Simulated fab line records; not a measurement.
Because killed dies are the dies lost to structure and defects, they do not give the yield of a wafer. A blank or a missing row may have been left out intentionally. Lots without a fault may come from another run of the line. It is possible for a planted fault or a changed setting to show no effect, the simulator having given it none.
Matching of chambers | flow n5-finfet | ald-metal-01 running N5_BEOL_M5_ALD_86: 4 sister chambers
The step deposits TaN, pulse time 2 s, purge time 3 s, co reactant purge time 2 s. 4 wafers are shown with their chamber, then 11 later ones without.

## WAFERS WITH THEIR CHAMBER
wafer  | chamber | heater-power-w (W)
L083.2 | 3       | 425
L089.3 | 2       | 452
L089.4 | 1       | 484
L091.1 | 0       | 367

## WAFERS MISSING THEIR CHAMBER
wafer  | heater-power-w (W)
L091.3 | 458
L091.4 | 486
L092.2 | 422
L092.5 | 424
L092.6 | 346
L093.1 | 351
L093.2 | 479
L093.3 | 429
L095.2 | 414
L095.4 | 446
L095.5 | 474

## CHAMBER TAKEN BY EACH
wafer  | from the rows above     | in truth
L091.3 | 2                       | 2
L091.4 | 1                       | 1
L092.2 | 3                       | 3
L092.5 | 3                       | 3
L092.6 | 0                       | 0
L093.1 | 0                       | 0
L093.2 | 1                       | 1
L093.3 | can't be placed: 3 or 2 | 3
L095.2 | 3                       | 3
L095.4 | can't be placed: 2 or 3 | 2
L095.5 | can't be placed: 1 or 2 | 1
8 of 11 placed correctly. Cannot be placed on the basis of these rows: 3; the candidates contain the true chamber in 3. Placed wrongly: 0.
How it was worked out, from the rows above alone: a wafer's distance from a chamber is the root of the sum, over the readings, of the square of ((its reading less the chamber's mean) divided by the reading's scatter). If the next closest chamber is less than 2 further off than the closest, the wafer can't be placed; otherwise it belongs to the closest. For every chamber, the mean is computed from those of its wafers that are shown. The scatter (one wafer shown for each chamber): square how far every hidden wafer sits from the nearest shown wafer, average those squares and take the square root.
